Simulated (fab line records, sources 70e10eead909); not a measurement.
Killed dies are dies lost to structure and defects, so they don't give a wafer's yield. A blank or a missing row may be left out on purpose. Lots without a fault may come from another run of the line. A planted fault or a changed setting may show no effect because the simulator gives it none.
fab line records | flow nand_harc
record lots=5 wafers=15 last_day=24
route steps=1159 shown A_STAIRCASE@551
lots that met no fault: from a run of the same line without faults
start_h: hours from the record's first day to the start of the lot's first wafer shown | wait_h: hours since the lot's step before | " the same as in the row above | L1.1+2: a row that stands for several wafers | - no value, or no start given | * or withheld: withheld | < > ~ a bound
route shown NAME@n: a module of which the file shows steps, and the number in the route of the first | usual: mean/standard deviation of fault-free wafers | same: alike in all rows | chamber/n: place in a boat | sites: the reading at each site | _std_site: their standard deviation | _edge_site: outer sites' mean less inner sites' | radius_mm: how far each site lies from the wafer's centre | mask NAME#n: copy n | behind: the tool/chamber that last shaped the wafer | hold: why the lot was held/for how many hours/how that ended | device: the transistor (n, p or np) that didn't switch | end of line: the same wafers' tests at the end of the route | a step without rows: its recipe alone | killed: dies lost to structure and defects at the first sort, not the wafer's yield | map: a wafer's dies, x killed, . not, _ none there
set.NAME: the setting as run; set.NAME@STEP: as run at that earlier step | model.NAME: the simulator's own value behind a step, which no gauge read
lots at some steps of the route; a table a step, a row a wafer
services: from which hour (start_h, from the record's first day; less than 0 if before it) a tool's chamber was out of use, for how many hours, and why
## steps
# step NHARC_A_STAIRCASE_ETCH_15
# recipe target_depth_a=1000 time_s=40.5 ion_energy_ev=400 c4f8_flow_sccm=20 o2_flow_sccm=10 ar_flow_sccm=withheld rf_w=600 bias_w=1000 chemistry=C4F8/O2
# usual oes_product_au=0.939/0.012 rf_vpp_V=895/5.4
# columns lot.wafer tool chamber start_h wait_h oes_product_au rf_hours_counter_h rf_vpp_V
L074.2 rie_diel-05 0 - - 0.924 25 890
L074.4 " 1 " " 0.945 25 900
L074.5 " 3 " " 0.951 - 901
L079.2 rie_diel-05 1 - - 0.926 33 898
L079.3 " 3 " " 0.928 36 902
L079.5 " 1 " " 0.924 - 899
L082.2 rie_diel-02 3 - - 0.949 48 898
L082.1 " 0 " " 0.923 48 887
L082.5 " 0 " " 0.921 - 886
L083.2 rie_diel-11 2 - - 0.920 33 890
L083.3 " 3 " " 0.919 27 901
L083.4 " 1 " " 0.922 30 889
L094.4 rie_diel-02 1 - - 0.950 4 892
L094.5 " 0 " " 0.956 - 906
L094.6 " 1 " " 0.939 - 893
# step NHARC_A_STAIRCASE_TRIM_16
# recipe time_s=211.2 o2_flow_sccm=500 ar_flow_sccm=0 bias_w=0 chemistry=O2
# usual drypump_motor_current_A=5.68/0.28 oes_product_au=1.002/0.0093 rf_vpp_V=57.6/0.9 showerhead_plenum_p_Torr=3.49/0.14 throttle_valve_pct=17.038/0.009
# columns lot.wafer tool chamber start_h wait_h drypump_motor_current_A oes_product_au rf_hours_counter_h rf_vpp_V showerhead_plenum_p_Torr throttle_valve_pct
L074.2 rie_diel-05 0 - - 5.64 0.982 25 58.0 3.39 17.048
L074.4 " 1 " " 5.69 1.002 25 56.9 3.61 17.045
L074.5 " 0 " " 5.63 0.989 - 56.7 3.40 17.039
L079.2 rie_diel-05 3 - - 5.54 1.003 36 58.5 3.66 17.051
L079.3 " 0 " " 5.62 0.994 32 57.4 3.39 17.041
L079.5 " 3 " " 5.55 0.999 - 57.9 3.66 17.028
L082.2 rie_diel-02 1 - - 6.01 1.000 45 56.6 3.49 17.047
L082.1 " 2 " " 5.87 1.003 44 57.9 3.33 17.054
L082.5 " 3 " " 5.65 1.004 - 57.2 3.56 17.026
L083.3 rie_diel-11 3 - - 5.38 0.994 28 56.7 3.66 17.048
L083.2 " 0 " " 6.14 1.008 27 57.3 3.37 17.033
L083.4 " 1 " " 5.62 0.994 30 57.2 3.33 17.052
L094.4 rie_diel-02 0 - - 5.11 1.011 4 58.7 3.81 17.057
L094.5 " 2 " " 5.82 1.010 - 59.3 3.31 17.018
L094.6 " 3 " " 5.69 0.995 - 58.4 3.55 17.045
# step NHARC_A_STAIRCASE_ETCH_17
# recipe target_depth_a=1000 time_s=40.5 ion_energy_ev=400 c4f8_flow_sccm=20 o2_flow_sccm=10 ar_flow_sccm=withheld rf_w=600 bias_w=1000 chemistry=C4F8/O2
# usual oes_product_au=0.942/0.011 rf_vpp_V=894/5.3
# columns lot.wafer tool chamber start_h wait_h oes_product_au rf_hours_counter_h rf_vpp_V
L074.4 rie_diel-05 0 - - 0.929 25 890
L074.2 " 1 " " 0.938 25 898
L074.5 " 3 " " 0.946 - 900
L079.2 rie_diel-05 1 - - 0.943 33 899
L079.3 " 3 " " 0.926 36 900
L079.5 " 1 " " 0.948 - 899
L082.2 rie_diel-02 2 - - 0.952 44 888
L082.1 " 3 " " 0.958 48 898
L082.5 " 2 " " 0.949 - 889
L083.3 rie_diel-11 2 - - 0.949 33 891
L083.4 " 0 " " 0.943 27 889
L083.2 " 1 " " 0.950 30 890
L094.4 rie_diel-02 1 - - 0.949 5 895
L094.6 " 2 " " 0.933 - 887
L094.5 " 3 " " 0.937 - 897
# step NHARC_A_STAIRCASE_TRIM_18
# recipe time_s=211.2 o2_flow_sccm=500 ar_flow_sccm=0 bias_w=0 chemistry=O2
# usual drypump_motor_current_A=5.69/0.27 oes_product_au=1.001/0.011 rf_vpp_V=57.7/0.85 showerhead_plenum_p_Torr=3.47/0.14 throttle_valve_pct=17.036/0.0095
# columns lot.wafer tool chamber start_h wait_h drypump_motor_current_A oes_product_au rf_hours_counter_h rf_vpp_V showerhead_plenum_p_Torr throttle_valve_pct
L074.4 rie_diel-05 0 - - 5.61 0.989 25 58.2 3.39 17.024
L074.2 " 1 " " 5.70 1.001 25 57.3 3.61 17.048
L074.5 " 0 " " 5.62 0.982 - 57.7 3.39 17.035
L079.2 rie_diel-05 1 - - 5.69 1.012 33 59.4 3.61 17.034
L079.3 " 2 " " 5.49 0.990 38 58.7 3.58 17.031
L079.5 " 0 " " 5.63 0.989 - 57.5 3.39 17.036
L082.2 rie_diel-02 3 - - 5.68 1.006 48 58.3 3.56 17.033
L082.1 " 2 " " 5.80 0.997 44 58.5 3.33 17.033
L082.5 " 0 " " 5.11 1.009 - 56.5 3.28 17.041
L083.3 rie_diel-11 2 - - 5.96 0.987 33 57.3 3.37 17.032
L083.4 " 3 " " 5.40 0.978 28 58.8 3.66 17.050
L083.2 " 0 " " 6.13 1.008 27 56.2 3.37 17.038
L094.4 rie_diel-02 1 - - 6.03 0.996 5 57.2 3.47 17.042
L094.5 " 2 " " 5.86 0.994 - 57.7 3.31 17.040
L094.6 " 3 " " 5.67 1.000 - 58.5 3.55 17.042
# step NHARC_A_STAIRCASE_ETCH_19
# recipe target_depth_a=1000 time_s=40.5 ion_energy_ev=400 c4f8_flow_sccm=20 o2_flow_sccm=10 ar_flow_sccm=withheld rf_w=600 bias_w=1000 chemistry=C4F8/O2
# usual oes_product_au=0.944/0.012 rf_vpp_V=894/5.4
# columns lot.wafer tool chamber start_h wait_h oes_product_au rf_hours_counter_h rf_vpp_V
L074.2 rie_diel-05 3 - - 0.938 29 900
L074.4 " 2 " " 0.945 29 898
L074.5 " 0 " " 0.931 - 892
L079.3 rie_diel-05 0 - - 0.937 32 890
L079.2 " 3 " " 0.936 36 901
L079.5 " 0 " " 0.931 - 890
L082.1 rie_diel-02 2 - - 0.969 45 889
L082.2 " 1 " " 0.958 45 894
L082.5 " 2 " " 0.960 - 888
L083.2 rie_diel-11 3 - - 0.926 28 901
L083.4 " 0 " " 0.941 27 890
L083.3 " 2 " " 0.932 33 890
L094.4 rie_diel-02 2 - - 0.940 5 887
L094.5 " 2 " " 0.930 - 887
L094.6 " 3 " " 0.939 - 898
# step NHARC_A_STAIRCASE_TRIM_20
# recipe time_s=211.2 o2_flow_sccm=500 ar_flow_sccm=0 bias_w=0 chemistry=O2
# usual drypump_motor_current_A=5.70/0.29 oes_product_au=1.002/0.0099 rf_vpp_V=57.7/0.96 showerhead_plenum_p_Torr=3.47/0.14 throttle_valve_pct=17.036/0.011
# columns lot.wafer tool chamber start_h wait_h drypump_motor_current_A oes_product_au rf_hours_counter_h rf_vpp_V showerhead_plenum_p_Torr throttle_valve_pct
L074.4 rie_diel-05 1 242.85 0.1 5.71 1.004 25 58.4 3.61 17.021
L074.2 " 3 " " 5.56 0.993 29 58.8 3.67 17.009
L074.5 " 2 " " 5.49 0.996 - 59.7 3.59 17.027
L079.2 rie_diel-11 3 264.59 0.1 5.38 0.991 18 57.9 3.67 17.013
L079.3 " 0 " " 6.15 1.009 17 57.4 3.38 17.047
L079.5 " 2 " " 5.97 1.003 - 57.6 3.37 17.033
L082.1 rie_diel-02 3 285.40 0.1 5.72 1.010 48 56.1 3.56 17.054
L082.2 " 1 " " 6.03 1.012 45 57.6 3.49 17.045
L082.5 " 0 " " 5.10 1.000 - 56.8 3.28 17.045
L083.3 rie_diel-11 2 292.47 0.1 5.94 0.994 33 59.6 3.37 17.016
L083.4 " 3 " " 5.40 0.992 28 58.1 3.66 17.021
L083.2 " 1 " " 5.62 0.996 30 57.2 3.33 17.032
L094.4 rie_diel-11 2 348.71 0.1 5.96 0.998 56 56.4 3.36 17.038
L094.6 " 1 " " 5.63 0.991 - 58.1 3.31 17.037
L094.5 " 2 " " 5.97 1.003 - 57.6 3.36 17.032
# step NHARC_A_STAIRCASE_ETCH_21
# recipe target_depth_a=1000 time_s=40.5 ion_energy_ev=400 c4f8_flow_sccm=20 o2_flow_sccm=10 ar_flow_sccm=withheld rf_w=600 bias_w=1000 chemistry=C4F8/O2
# usual oes_product_au=0.947/0.015 rf_vpp_V=894/5.3
# columns lot.wafer tool chamber start_h wait_h oes_product_au rf_hours_counter_h rf_vpp_V
L074.4 rie_diel-05 3 - - 0.955 29 900
L074.2 " 2 " " 0.941 29 898
L074.5 " 0 " " 0.950 - 893
L079.3 rie_diel-11 0 - - 0.982 17 890
L079.2 " 3 " " 0.974 18 901
L079.5 " 0 " " 1.000 - 890
L082.1 rie_diel-02 0 - - 0.945 48 887
L082.2 " 1 " " 0.954 45 895
L082.5 " 3 " " 0.964 - 898
L083.3 rie_diel-11 2 - - 0.942 33 890
L083.2 " 3 " " 0.925 28 901
L083.4 " 0 " " 0.947 27 891
L094.4 rie_diel-11 3 - - 0.929 38 900
L094.6 " 2 " " 0.916 - 890
L094.5 " 3 " " 0.923 - 900
# step NHARC_A_STAIRCASE_TRIM_22
# recipe time_s=211.2 o2_flow_sccm=500 ar_flow_sccm=0 bias_w=0 chemistry=O2
# usual drypump_motor_current_A=5.69/0.29 oes_product_au=1.000/0.0095 rf_vpp_V=57.7/0.86 showerhead_plenum_p_Torr=3.47/0.15 throttle_valve_pct=17.037/0.0092
# columns lot.wafer tool chamber start_h wait_h drypump_motor_current_A oes_product_au rf_hours_counter_h rf_vpp_V showerhead_plenum_p_Torr throttle_valve_pct
L074.2 rie_diel-05 1 - - 5.70 1.006 25 58.8 3.61 17.024
L074.4 " 2 " " 5.49 0.992 29 58.7 3.59 17.045
L074.5 " 2 " " 5.48 0.987 - 58.5 3.59 17.040
L079.3 rie_diel-11 0 - - 6.13 1.011 17 57.2 3.38 17.041
L079.2 " 2 " " 5.95 1.002 23 58.0 3.37 17.028
L079.5 " 1 " " 5.63 0.989 - 55.6 3.33 17.036
L082.2 rie_diel-02 1 - - 6.03 1.003 45 57.1 3.49 17.033
L082.1 " 3 " " 5.67 1.018 48 58.4 3.56 17.041
L082.5 " 1 " " 6.01 1.001 - 56.4 3.49 17.025
L083.2 rie_diel-11 3 - - 5.40 0.990 28 57.7 3.66 17.055
L083.3 " 0 " " 6.12 0.994 28 57.2 3.37 17.021
L083.4 " 2 " " 5.99 0.990 33 56.7 3.37 17.027
L094.4 rie_diel-11 2 - - 5.97 0.991 56 57.7 3.36 17.050
L094.6 " 0 " " 6.14 1.004 - 57.6 3.36 17.029
L094.5 " 1 " " 5.61 0.990 - 58.4 3.31 17.028
# step NHARC_A_STAIRCASE_ETCH_23
# recipe target_depth_a=1000 time_s=40.5 ion_energy_ev=400 c4f8_flow_sccm=20 o2_flow_sccm=10 ar_flow_sccm=withheld rf_w=600 bias_w=1000 chemistry=C4F8/O2
# usual oes_product_au=0.944/0.012 rf_vpp_V=894/5.4
# columns lot.wafer tool chamber start_h wait_h oes_product_au rf_hours_counter_h rf_vpp_V
L074.4 rie_diel-05 1 - - 0.944 25 899
L074.2 " 2 " " 0.933 29 900
L074.5 " 2 " " 0.936 - 899
L079.2 rie_diel-11 1 - - 0.931 21 889
L079.3 " 3 " " 0.946 18 902
L079.5 " 1 " " 0.937 - 890
L082.2 rie_diel-02 2 - - 0.962 45 888
L082.1 " 3 " " 0.949 48 897
L082.5 " 2 " " 0.968 - 888
L083.3 rie_diel-11 2 - - 0.930 33 890
L083.2 " 3 " " 0.925 28 902
L083.4 " 0 " " 0.925 28 889
L094.4 rie_diel-11 3 - - 0.941 38 902
L094.6 " 1 " " 0.920 - 886
L094.5 " 2 " " 0.943 - 889
# step NHARC_A_STAIRCASE_TRIM_24
# recipe time_s=211.2 o2_flow_sccm=500 ar_flow_sccm=0 bias_w=0 chemistry=O2
# usual drypump_motor_current_A=5.71/0.28 oes_product_au=1.000/0.0098 rf_vpp_V=57.6/0.93 showerhead_plenum_p_Torr=3.47/0.14 throttle_valve_pct=17.037/0.0088
# columns lot.wafer tool chamber start_h wait_h drypump_motor_current_A oes_product_au rf_hours_counter_h rf_vpp_V showerhead_plenum_p_Torr throttle_valve_pct
L074.4 rie_diel-05 1 - - 5.69 1.004 25 57.9 3.61 17.036
L074.2 " 2 " " 5.49 0.997 29 56.4 3.59 17.032
L074.5 " 3 " " 5.54 1.008 - 58.7 3.67 17.035
L079.2 rie_diel-11 2 - - 5.96 0.996 23 56.7 3.37 17.056
L079.3 " 0 " " 6.13 1.005 17 57.0 3.38 17.031
L079.5 " 1 " " 5.59 0.995 - 57.9 3.33 17.039
L082.2 rie_diel-02 3 - - 5.67 1.021 48 58.5 3.56 17.031
L082.1 " 0 " " 5.10 1.011 49 57.2 3.28 17.036
L082.5 " 3 " " 5.66 1.020 - 57.6 3.56 17.035
L083.4 rie_diel-11 3 - - 5.40 0.999 28 58.7 3.66 17.041
L083.2 " 0 " " 6.11 1.010 28 59.3 3.37 17.025
L083.3 " 2 " " 5.97 1.000 33 58.1 3.37 17.036
L094.4 rie_diel-11 3 - - 5.38 0.989 38 58.3 3.66 17.022
L094.5 " 2 " " 5.95 0.987 - 56.9 3.36 17.040
L094.6 " 3 " " 5.40 0.982 - 58.2 3.66 17.036
# step NHARC_A_STAIRCASE_ETCH_25
# recipe target_depth_a=1000 time_s=40.5 ion_energy_ev=400 c4f8_flow_sccm=20 o2_flow_sccm=10 ar_flow_sccm=withheld rf_w=600 bias_w=1000 chemistry=C4F8/O2
# usual oes_product_au=0.944/0.012 rf_vpp_V=894/5.2
# columns lot.wafer tool chamber start_h wait_h oes_product_au rf_hours_counter_h rf_vpp_V
L074.2 rie_diel-05 3 - - 0.950 29 902
L074.4 " 1 " " 0.966 25 901
L074.5 " 3 " " 0.943 - 900
L079.3 rie_diel-11 1 - - 0.930 21 888
L079.2 " 3 " " 0.944 18 901
L079.5 " 2 " " 0.934 - 891
L082.1 rie_diel-02 3 - - 0.956 48 897
L082.2 " 0 " " 0.939 49 886
L082.5 " 2 " " 0.966 - 888
L083.4 rie_diel-11 2 - - 0.926 34 890
L083.3 " 3 " " 0.921 29 902
L083.2 " 0 " " 0.935 28 891
L094.4 rie_diel-11 2 - - 0.936 56 890
L094.6 " 2 " " 0.942 - 889
L094.5 " 3 " " 0.927 - 901
# step NHARC_A_STAIRCASE_TRIM_26
# recipe time_s=211.2 o2_flow_sccm=500 ar_flow_sccm=0 bias_w=0 chemistry=O2
# usual drypump_motor_current_A=5.72/0.28 oes_product_au=1.001/0.011 rf_vpp_V=57.6/0.89 showerhead_plenum_p_Torr=3.46/0.14 throttle_valve_pct=17.036/0.0093
# columns lot.wafer tool chamber start_h wait_h drypump_motor_current_A oes_product_au rf_hours_counter_h rf_vpp_V showerhead_plenum_p_Torr throttle_valve_pct
L074.2 rie_diel-05 3 - - 5.55 0.995 29 57.4 3.67 17.028
L074.4 " 1 " " 5.69 1.011 25 58.3 3.61 17.055
L074.5 " 0 " " 5.61 0.984 - 58.0 3.39 17.058
L079.2 rie_diel-11 1 - - 5.60 0.989 21 56.4 3.33 17.029
L079.3 " 2 " " 5.94 1.000 23 57.3 3.37 17.038
L079.5 " 0 " " 6.12 1.023 - 56.8 3.38 17.041
L082.2 rie_diel-02 1 - - 6.05 1.010 45 57.2 3.49 17.035
L082.1 " 3 " " 5.67 1.022 48 57.5 3.56 17.024
L082.5 " 1 " " 6.02 1.011 - 58.7 3.49 17.044
L083.2 rie_diel-11 3 - - 5.39 0.981 29 58.9 3.66 17.032
L083.4 " 0 " " 6.12 1.010 28 56.1 3.37 17.029
L083.3 " 1 " " 5.66 0.984 31 57.8 3.33 17.045
L094.4 rie_diel-11 2 - - 5.97 1.001 56 56.9 3.36 17.026
L094.6 " 2 " " 5.95 1.000 - 56.2 3.36 17.034
L094.5 " 3 " " 5.40 0.996 - 58.0 3.66 17.022
# step NHARC_A_STAIRCASE_ETCH_27
# recipe target_depth_a=1000 time_s=40.5 ion_energy_ev=400 c4f8_flow_sccm=20 o2_flow_sccm=10 ar_flow_sccm=withheld rf_w=600 bias_w=1000 chemistry=C4F8/O2
# usual oes_product_au=0.944/0.013 rf_vpp_V=894/5.4
# columns lot.wafer tool chamber start_h wait_h oes_product_au rf_hours_counter_h rf_vpp_V
L074.2 rie_diel-05 2 - - 0.939 30 899
L074.4 " 1 " " 0.957 25 900
L074.5 " 2 " " 0.948 - 899
L079.2 rie_diel-11 0 - - 0.949 17 891
L079.3 " 2 " " 0.929 23 891
L079.5 " 0 " " 0.956 - 891
L082.1 rie_diel-02 1 - - 0.955 45 894
L082.2 " 2 " " 0.953 45 888
L082.5 " 3 " " 0.968 - 898
L083.4 rie_diel-11 0 - - 0.935 28 889
L083.3 " 1 " " 0.934 31 887
L083.2 " 2 " " 0.936 34 890
L094.4 rie_diel-11 3 - - 0.944 38 900
L094.5 " 3 " " 0.937 - 902
L094.6 " 0 " " 0.967 - 889
# step NHARC_A_STAIRCASE_STRIP_175
# recipe power_w=1500 temp_c=250 chemistry=O2
# usual drypump_motor_current_A=5.71/0.29 heater_power_w=331/37
# columns lot.wafer tool chamber start_h wait_h drypump_motor_current_A heater_power_w rf_hours_counter_h
L074.2 plasma_asher-01 1 243.92 0.1 5.42 317 57
L074.4 " 0 " " 5.69 318 -
L074.5 " 0 " " 5.67 322 -
L079.2 plasma_asher-02 0 265.84 0.1 5.64 410 28
L079.3 " 0 " " 5.59 394 -
L079.5 " 0 " " 5.62 399 -
L082.1 plasma_asher-02 0 286.47 0.1 5.64 400 35
L082.2 " 1 " " 6.25 304 35
L082.5 " 0 " " 5.60 408 -
L083.2 plasma_asher-01 1 294.39 0.6 5.42 325 5
L083.4 " 0 " " 5.74 309 -
L083.3 " 1 " " 5.43 324 -
L094.4 plasma_asher-01 0 349.85 0.2 5.72 297 -
L094.6 " 0 " " 5.70 315 -
L094.5 " 1 " " 5.42 318 -
# step NHARC_A_STAIRCASE_STRIP_148
# recipe time_s=900 temp_c=130 chemistry=SPM
# columns lot.wafer tool chamber start_h wait_h
L074.5+4+2 wet_bench-03 5,6,2 244.27 0.1
L079.5+2+3 wet_bench-07 5,7,1 266.14 0.1
L082.5+2+1 wet_bench-03 2,4,5 286.81 0.1
L083.4+2+3 wet_bench-07 3,5,6 294.69 0.2
L094.5+6+4 wet_bench-09 5,6,7 350.12 0.1
# step NHARC_A_STAIRCASE_PRECLEAN_149
# recipe time_s=* temp_c=50 bath_age_min=0 chemistry=SC1
# usual nh4oh_flow_mL_min=28.29/0.094 sc1_h2o2_end_mol_l=0.3698/0.00067
# columns lot.wafer tool chamber start_h wait_h nh4oh_flow_mL_min sc1_h2o2_end_mol_l
L074.5 wet_bench-03 5 - - 28.29 0.3703
L074.4 " 6 " " 28.44 0.3704
L074.2 " 2 " " 28.29 0.3698
L079.5 wet_bench-07 5 - - 28.25 0.3701
L079.2 " 7 " " 28.32 0.3697
L079.3 " 1 " " 28.26 0.3704
L082.5 wet_bench-03 2 - - 28.29 0.3701
L082.2 " 4 " " 28.34 0.3702
L082.1 " 5 " " 28.40 0.3705
L083.4 wet_bench-07 3 - - 28.32 0.3700
L083.2 " 5 " " 28.23 0.3709
L083.3 " 6 " " 28.29 0.3700
L094.5 wet_bench-09 5 - - 28.39 0.3694
L094.6 " 6 " " 28.17 0.3702
L094.4 " 7 " " 28.31 0.3683
# step NHARC_A_STAIRCASE_SRD_150
# columns lot.wafer tool chamber start_h wait_h
L074.5+4+2 wet_bench-03 5,6,2 - -
L079.5+2+3 wet_bench-07 5,7,1 - -
L082.5+2+1 wet_bench-03 2,4,5 - -
L083.4+2+3 wet_bench-07 3,5,6 - -
L094.5+6+4 wet_bench-09 5,6,7 - -
# step NHARC_A_STAIRCASE_DEHYDRATE_176
# recipe temp_c=150 time_s=120
# columns lot.wafer tool chamber start_h wait_h
L074.2+4+5 litho_track-05 0 244.72 -
L079.2+3+5 litho_track-03 0 266.59 -
L082.1+2+5 litho_track-03 0 287.27 -
L083.2+3+4 litho_track-03 0 295.15 -
L094.4+5+6 litho_track-05 0 350.57 -
# step NHARC_A_STAIRCASE_HMDS_177
# recipe time_s=30
# columns lot.wafer tool chamber start_h wait_h
L074.2+4+5 litho_track-05 0 - -
L079.2+3+5 litho_track-03 0 - -
L082.1+2+5 litho_track-03 0 - -
L083.2+3+4 litho_track-03 0 - -
L094.4+5+6 litho_track-05 0 - -
# step NHARC_A_STAIRCASE_COAT_178
# recipe spin_rpm=1200
# columns lot.wafer tool chamber start_h wait_h
L074.2+4+5 litho_track-05 0 - -
L079.2+3+5 litho_track-03 0 - -
L082.1+2+5 litho_track-03 0 - -
L083.2+3+4 litho_track-03 0 - -
L094.4+5+6 litho_track-05 0 - -
# step NHARC_A_STAIRCASE_SOFTBAKE_179
# recipe temp_c=135 time_s=170
# columns lot.wafer tool chamber start_h wait_h
L074.2+4+5 litho_track-05 0 - -
L079.2+3+5 litho_track-03 0 - -
L082.1+2+5 litho_track-03 0 - -
L083.2+3+4 litho_track-03 0 - -
L094.4+5+6 litho_track-05 0 - -
# step NHARC_A_STAIRCASE_EBR_180
# columns lot.wafer tool chamber start_h wait_h
L074.2+4+5 litho_track-05 0 - -
L079.2+3+5 litho_track-03 0 - -
L082.1+2+5 litho_track-03 0 - -
L083.2+3+4 litho_track-03 0 - -
L094.4+5+6 litho_track-05 0 - -
# step NHARC_A_STAIRCASE_EXPOSE_181
# recipe na=0.5 dose_mj=27.87 mask_id=STAIR_2
# usual reticle_temp_C=22.99/0.11
# columns lot.wafer tool chamber start_h wait_h mask reticle_temp_C
L074.2 krf_scanner-01 0 245.06 - STAIR_2#0 23.03
L074.4 " 0 " " STAIR_2#0 23.09
L074.5 " 0 " " STAIR_2#0 23.01
L079.2 krf_scanner-01 0 266.80 - STAIR_2#0 23.02
L079.3 " 0 " " STAIR_2#0 22.76
L079.5 " 0 " " STAIR_2#0 22.97
L082.1 krf_scanner-02 0 287.60 - STAIR_2#0 23.15
L082.2 " 0 " " STAIR_2#0 22.96
L082.5 " 0 " " STAIR_2#0 23.02
L083.2 krf_scanner-01 0 295.49 - STAIR_2#0 22.97
L083.3 " 0 " " STAIR_2#0 23.12
L083.4 " 0 " " STAIR_2#0 23.21
L094.4 krf_scanner-02 0 350.79 - STAIR_2#0 22.79
L094.5 " 0 " " STAIR_2#0 22.82
L094.6 " 0 " " STAIR_2#0 22.94
# step NHARC_A_STAIRCASE_PEB_182
# recipe peb_temp_c=115 peb_time_s=130
# columns lot.wafer tool chamber start_h wait_h
L074.2+4+5 litho_track-03 0 245.12 0.1
L079.2+3+5 litho_track-05 0 266.86 0.1
L082.1+2+5 litho_track-05 0 287.67 0.1
L083.2+3+4 litho_track-05 0 295.55 0.1
L094.4+5+6 litho_track-03 0 350.85 0.0
# step NHARC_A_STAIRCASE_DEVELOP_183
# recipe time_s=140
# columns lot.wafer tool chamber start_h wait_h
L074.2+4+5 litho_track-03 0 - -
L079.2+3+5 litho_track-05 0 - -
L082.1+2+5 litho_track-05 0 - -
L083.2+3+4 litho_track-05 0 - -
L094.4+5+6 litho_track-03 0 - -
# step NHARC_A_STAIRCASE_HARDBAKE_185
# recipe temp_c=120 time_s=140
# columns lot.wafer tool chamber start_h wait_h
L074.2+4+5 litho_track-02 0 245.34 -
L079.2+3+5 litho_track-02 0 267.08 -
L082.1+2+5 litho_track-05 0 287.89 -
L083.2+3+4 litho_track-03 0 295.77 -
L094.4+5+6 litho_track-02 0 351.08 -
# step NHARC_A_STAIRCASE_DESCUM_186
# recipe time_s=3 o2_flow_sccm=200 ar_flow_sccm=0 bias_power_w=0 chemistry=O2
# usual drypump_motor_current_A=5.63/0.27 oes_product_au=1.001/0.0099 rf_vpp_V=57.8/0.87 showerhead_plenum_p_Torr=1.90/0.082 throttle_valve_pct=11.312/0.0095
# columns lot.wafer tool chamber start_h wait_h drypump_motor_current_A oes_product_au rf_hours_counter_h rf_vpp_V showerhead_plenum_p_Torr throttle_valve_pct
L074.2 rie_diel-02 0 245.43 - 5.10 1.005 34 56.8 1.77 11.324
L074.4 " 3 " " 5.66 1.007 32 58.3 1.94 11.316
L074.5 " 1 " " 5.99 0.997 - 57.3 1.89 11.311
L079.2 rie_diel-02 0 267.22 - 5.09 1.009 43 57.6 1.77 11.312
L079.3 " 2 " " 5.82 1.012 38 56.9 1.80 11.319
L079.5 " 3 " " 5.68 1.013 - 57.2 1.93 11.316
L082.2 rie_diel-11 2 288.02 - 5.95 1.004 31 56.8 1.82 11.310
L082.1 " 0 " " 6.12 1.003 25 57.8 1.82 11.306
L082.5 " 3 " " 5.39 0.987 - 57.4 1.99 11.306
L083.2 rie_diel-02 2 295.86 - 5.83 1.007 48 56.0 1.79 11.310
L083.4 " 3 " " 5.64 1.020 52 57.5 1.93 11.298
L083.3 " 1 " " 6.00 1.015 51 57.9 1.89 11.309
L094.4 rie_diel-02 0 351.25 - 5.09 1.008 6 59.0 2.07 11.315
L094.6 " 1 " " 6.03 1.003 - 58.0 1.88 11.321
L094.5 " 2 " " 5.85 1.005 - 58.9 1.79 11.297
# step NHARC_A_STAIRCASE_TRIM_187
# recipe time_s=211.2 o2_flow_sccm=500 ar_flow_sccm=0 bias_w=0 chemistry=O2
# usual drypump_motor_current_A=5.66/0.27 oes_product_au=1.002/0.0098 rf_vpp_V=57.8/0.96 showerhead_plenum_p_Torr=3.49/0.14 throttle_valve_pct=17.037/0.0087
# columns lot.wafer tool chamber start_h wait_h drypump_motor_current_A oes_product_au rf_hours_counter_h rf_vpp_V showerhead_plenum_p_Torr throttle_valve_pct
L074.4 rie_diel-02 1 245.52 0.1 6.03 1.005 31 59.1 3.50 17.030
L074.2 " 2 " " 5.85 1.024 30 57.6 3.33 17.041
L074.5 " 1 " " 6.02 0.990 - 56.9 3.50 17.042
L079.3 rie_diel-02 2 267.35 0.1 5.86 1.018 38 55.4 3.33 17.045
L079.2 " 3 " " 5.66 1.017 42 59.3 3.56 17.036
L079.5 " 1 " " 6.02 1.006 - 58.8 3.49 17.040
L082.2 rie_diel-11 3 288.28 0.2 5.39 0.988 26 58.0 3.67 17.048
L082.1 " 1 " " 5.62 0.993 29 57.9 3.33 17.044
L082.5 " 3 " " 5.38 0.989 - 58.9 3.67 17.042
L083.2 rie_diel-02 1 295.94 0.1 6.03 1.003 51 57.9 3.49 17.038
L083.4 " 3 " " 5.67 1.021 52 58.5 3.56 17.037
L083.3 " 0 " " 5.11 1.004 54 57.7 3.28 17.030
L094.4 rie_diel-02 2 351.37 0.1 5.84 1.008 6 58.8 3.31 17.052
L094.6 " 3 " " 5.67 0.991 - 57.9 3.55 17.049
L094.5 " 0 " " 5.10 1.017 - 60.4 3.80 17.035
# step NHARC_A_STAIRCASE_ETCH_188
# recipe target_depth_a=1000 time_s=40.5 ion_energy_ev=400 c4f8_flow_sccm=20 o2_flow_sccm=10 ar_flow_sccm=withheld rf_w=600 bias_w=1000 chemistry=C4F8/O2
# usual oes_product_au=0.938/0.014 rf_vpp_V=894/5.4
# columns lot.wafer tool chamber start_h wait_h oes_product_au rf_hours_counter_h rf_vpp_V
L074.2 rie_diel-02 1 - - 0.933 31 895
L074.4 " 3 " " 0.979 32 898
L074.5 " 1 " " 0.945 - 897
L079.2 rie_diel-02 0 - - 0.930 44 888
L079.3 " 2 " " 0.935 38 887
L079.5 " 0 " " 0.924 - 886
L082.1 rie_diel-11 1 - - 0.920 29 888
L082.2 " 0 " " 0.939 26 890
L082.5 " 1 " " 0.921 - 889
L083.2 rie_diel-02 1 - - 0.936 51 894
L083.3 " 2 " " 0.931 48 886
L083.4 " 3 " " 0.939 52 898
L094.4 rie_diel-02 3 - - 0.935 6 896
L094.5 " 0 " " 0.934 - 906
L094.6 " 1 " " 0.930 - 894
## services
# columns tool chamber start_h hours kind
rie_diel-05 1 223.34 2.1 repair
plasma_asher-01 - 227.17 6.5 repair
rie_diel-11 3 230.67 8.3 repair
rie_diel-11 0 231.29 6.4 repair
litho_track-05 - 237.00 7.0 pm
plasma_asher-01 - 240.88 2.7 repair
krf_scanner-01 - 256.00 4.0 pm
wet_bench-07 - 272.00 8.0 pm
rie_diel-02 2 274.32 1.4 repair
plasma_asher-01 - 276.60 9.0 pm
rie_diel-11 3 278.25 3.4 repair
plasma_asher-01 - 285.73 1.4 repair
plasma_asher-02 - 288.12 13.1 repair
rie_diel-05 0 294.72 5.7 repair
rie_diel-02 0 303.23 3.9 repair
rie_diel-05 1 305.50 14.4 repair
rie_diel-11 3 319.62 27.1 repair
rie_diel-11 2 319.79 1.4 repair
wet_bench-03 - 322.44 8.0 pm
rie_diel-02 - 327.82 9.0 pm
krf_scanner-02 - 336.38 0.3 repair
litho_track-02 - 340.02 7.0 pm
rie_diel-05 - 340.70 9.0 pm
krf_scanner-01 - 348.27 1.2 repair
## key
fault none
